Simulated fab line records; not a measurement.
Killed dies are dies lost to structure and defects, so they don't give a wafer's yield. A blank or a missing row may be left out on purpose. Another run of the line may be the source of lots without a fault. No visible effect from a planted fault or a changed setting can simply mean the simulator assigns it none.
Which tool is to blame? + flow n5_finfet + at 1 step of a route of 1938, 12 lots with 36 wafers sampled

## WHAT EACH GAUGE READ, for each wafer
N5_BEOL_M4_THK_MEAS_53: measures by xrf.
| lot  | measured     | on            | M4_THK (nm)    |
|------|--------------|---------------|----------------|
| L075 | day 8 10:05  | film_metro-01 | 37.1 37.9 38.4 |
| L076 | day 8 23:03  | film_metro-01 | 39.6 41.4 39.7 |
| L079 | day 9 05:29  | film_metro-01 | 39.9 38.6 37.7 |
| L081 | day 9 07:19  | film_metro-01 | 37.4 39.7 39.8 |
| L083 | day 10 17:22 | film_metro-02 | 43.0 38.3 43.4 |
| L085 | day 11 15:32 | film_metro-01 | 38.9 40.3 39.4 |
| L088 | day 12 04:31 | film_metro-02 | 41.7 38.1 42.1 |
| L090 | day 12 19:32 | film_metro-02 | 40.5 40.6 39.7 |
| L091 | day 13 10:50 | film_metro-01 | 40.2 40.4 41.8 |
| L095 | day 13 17:43 | film_metro-02 | 42.9 41.9 41.3 |
| L097 | day 14 00:47 | film_metro-02 | 43.3 40.8 41.6 |
| L096 | day 14 12:40 | film_metro-02 | 39.5 44.1 38.6 |

## EACH LOT AND THE TOOL THAT RAN IT (in order: tool; ch and the chambers of the sampled wafers; start)
Before these readings, the record contains no process step.

## THE ANSWER, worked out from the rows above alone
Rule: usual is defined by the lots themselves. Put in order of their means at a reading, lots are off if they are a third of the lots or fewer, leave a main group of 4 or more, and stand apart from it by a gap of 3 or more times the standard deviation of the main group's means; of several such gaps the widest counts. The tables above print the reading to a certain number of digits; a main group whose means all agree to those digits is not used. A lot without any number at a reading at which 4 lots or more have one is off too. All remaining lots with rows at the step are treated as sound.
Nothing can be told from this: no lot is off at any reading shown.

## WHAT THE SIMULATOR HAD PUT IN
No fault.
